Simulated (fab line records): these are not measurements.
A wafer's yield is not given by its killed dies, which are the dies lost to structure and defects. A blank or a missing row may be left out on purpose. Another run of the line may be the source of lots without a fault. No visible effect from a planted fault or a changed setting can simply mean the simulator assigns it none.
The same fault as seen by 3 desks / flow n5 finfet / each desk holds nothing but its own numbers, with what lay behind them at the end

THE DEFECT DESK
What the inspections along the route counted, lot by lot: means of the sampled wafers that have a number. Any lot whose mean is over 4 standard deviations away from the usual mean is out of limits and marked OUT; that distance is given in the brackets.
Columns: A = raw defect count at N5_BEOL_M14_INSPECT_12, usual 2.1
lot=L237; first seen here=day 11 18:11; A=2.0
lot=L240; first seen here=day 12 16:53; A=2.3
lot=L243; first seen here=day 12 18:26; A=2.7
lot=L242; first seen here=day 12 19:48; A=1.3
lot=L247; first seen here=day 14 03:10; A=1.3
lot=L249; first seen here=day 15 07:20; A=1.7
lot=L251; first seen here=day 15 09:30; A=1.3
lot=L255; first seen here=day 16 00:42; A=2.0
lot=L257; first seen here=day 16 23:31; A=1.0
lot=L259; first seen here=day 17 11:16; A=2.7
lot=L260; first seen here=day 18 04:44; A=1.3
Result from this desk: across the 11 lots, nothing is out of limits.

THE TOOL OWNER'S DESK: rie diel-01
The tool's own readings at N5_BEOL_M14_ETCH_67 (etches SiARC in CF4, target depth 143 nm, time 238.3 s): means of the sampled wafers that have a number, for each lot that ran on this tool. Any lot whose mean is over 4 standard deviations away from the usual mean is out of limits and marked OUT; that distance is given in the brackets.
Columns: A = drypump motor current A at N5_BEOL_M14_ETCH_67, usual 5.7 A; B = etch rf on time s at N5_BEOL_M14_ETCH_67, usual 237 s; C = oes product au at N5_BEOL_M14_ETCH_67, usual 0.67 a.u.; D = rf vpp V at N5_BEOL_M14_ETCH_67, usual 183.9 V; E = showerhead plenum p Torr at N5_BEOL_M14_ETCH_67, usual 2.12 Torr; F = throttle valve pct at N5_BEOL_M14_ETCH_67, usual 15.54 %
lot=L237; first seen here=day 11 19:07; A=6.3; B=235; C=0.74; D=185.5; E=2.19; F=15.35
lot=L247; first seen here=day 14 04:15; A=6.1; B=233; C=0.76; D=185.1; E=2.23; F=15.22
lot=L251; first seen here=day 15 11:00; A=5.8; B=252; C=0.69; D=185.4; E=2.17; F=15.50
Result from this desk: across the 3 lots, nothing is out of limits.

METROLOGY DESK
What the gauges read for every lot (on any tool): the sampled wafers with a number, averaged. Any lot whose mean is over 4 standard deviations away from the usual mean is out of limits and marked OUT; that distance is given in the brackets.
Columns: A = trench depth nm at N5_BEOL_M14_OCD_MEAS_35, usual 556 nm
lot=L237; first seen here=day 11 19:41; A=563
lot=L240; first seen here=day 12 19:37; A=566
lot=L243; first seen here=day 12 22:32; A=552
lot=L242; first seen here=day 13 00:07; A=554
lot=L247; first seen here=day 14 04:49; A=572
lot=L249; first seen here=day 15 08:50; A=563
lot=L251; first seen here=day 15 11:34; A=562
lot=L255; first seen here=day 16 02:13; A=547
lot=L257; first seen here=day 17 01:01; A=551
lot=L259; first seen here=day 17 12:53; A=543
lot=L260; first seen here=day 18 06:32; A=543
Result from this desk: across the 11 lots, nothing is out of limits.

TAKEN TOGETHER
No out-of-limits result turned up at the defect desk.
The desk of the tool owner found nothing out of limits.
At the metrology desk, nothing out of limits was observed.

WHAT WAS PUT IN BY THE SIMULATOR
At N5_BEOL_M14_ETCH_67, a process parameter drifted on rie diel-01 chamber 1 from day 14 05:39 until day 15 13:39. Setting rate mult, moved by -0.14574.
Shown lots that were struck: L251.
